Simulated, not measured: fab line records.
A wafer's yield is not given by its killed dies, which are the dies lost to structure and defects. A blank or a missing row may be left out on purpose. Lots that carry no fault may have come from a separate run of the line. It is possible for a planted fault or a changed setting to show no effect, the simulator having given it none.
Which tool did it?	flow nand-harc	Sampling: 7 lots, 21 wafers, 3 of 1302 route steps

== WHAT THE GAUGES READ, wafer by wafer ==
NHARC_P_CONTACT_CD_MEAS_12: the cd target is 90 nm.
lot	measured	on	cd-nm (nm)
L139	day 6 22:59	cd-sem-02	91.6 91.3 91.6
L141	day 8 01:00	cd-sem-01	90.9 90.6 91.2
L142	day 8 20:01	cd-sem-02	90.2 90.3 90.9
L148	day 10 19:07	cd-sem-02	90.8 90.7 90.6
L152	day 12 15:56	cd-sem-02	79.2 79.0 79.5 79.0 78.9 79.4
L156	day 14 06:59	cd-sem-02	89.5 89.7 89.9
L158	day 15 07:38	cd-sem-03	90.1 91.0 90.5

== EACH LOT AND THE TOOL THAT RAN IT (in order: tool; ch and the chambers of the sampled wafers; start) ==
lot	NHARC_P_GATE_DESCUM_93	NHARC_P_CONTACT_EXPOSE_09
L139	rie-diel-02 ch 1,2,3, day 6 18:10	arfi-scanner-01 ch 0, day 6 22:52
L141	rie-diel-11 ch 0,3, day 7 20:28	arfi-scanner-03 ch 0, day 8 00:52
L142	rie-diel-06 ch 0,1,2, day 8 15:29	arfi-scanner-01 ch 0, day 8 19:52
L148	rie-diel-02 ch 0,1,3, day 10 14:35	arfi-scanner-01 ch 0, day 10 18:58
L152	rie-diel-06 ch 0,2,3, day 12 11:31	arfi-scanner-01 ch 0, day 12 15:49
L156	rie-diel-11 ch 0,2, day 14 02:25	arfi-scanner-02 ch 0, day 14 06:50
L158	rie-diel-11 ch 0,1,2, day 15 03:06	arfi-scanner-03 ch 0, day 15 07:29
- NHARC_P_GATE_DESCUM_93: chemistry O2, time 3 s.
- NHARC_P_CONTACT_EXPOSE_09: exposes mask P CA, target cd 90 nm.

== THE ANSWER, worked out from the rows above alone ==
Rule: what is usual is taken from the lots themselves. Put in order of their means at a reading, lots are off if they are a third of the lots or fewer, leave a main group of 4 or more, and stand apart from it by a gap of 3 or more times the standard deviation of the main group's means; of several such gaps the widest counts. A main group is skipped when, at the precision printed for the reading in the tables above, its means are all equal. A lot without any number at a reading at which 4 lots or more have one is off too. Any other lot the step has rows for is counted as sound.
Off at NHARC_P_CONTACT_CD_MEAS_12 (cd-nm): L152. Main group: mean 90.6 nm, sd 0.54.
If a tool, at a process step before that reading, ran all the lots that are off and no sound lot after the first of them, it fits. The gauges at NHARC_P_CONTACT_CD_MEAS_12 are tried like those tools. Can't be told from this: 2 tools fit, rie-diel-06 at NHARC_P_GATE_DESCUM_93, arfi-scanner-01 at NHARC_P_CONTACT_EXPOSE_09.

== WHAT THE SIMULATOR HAD PUT IN ==
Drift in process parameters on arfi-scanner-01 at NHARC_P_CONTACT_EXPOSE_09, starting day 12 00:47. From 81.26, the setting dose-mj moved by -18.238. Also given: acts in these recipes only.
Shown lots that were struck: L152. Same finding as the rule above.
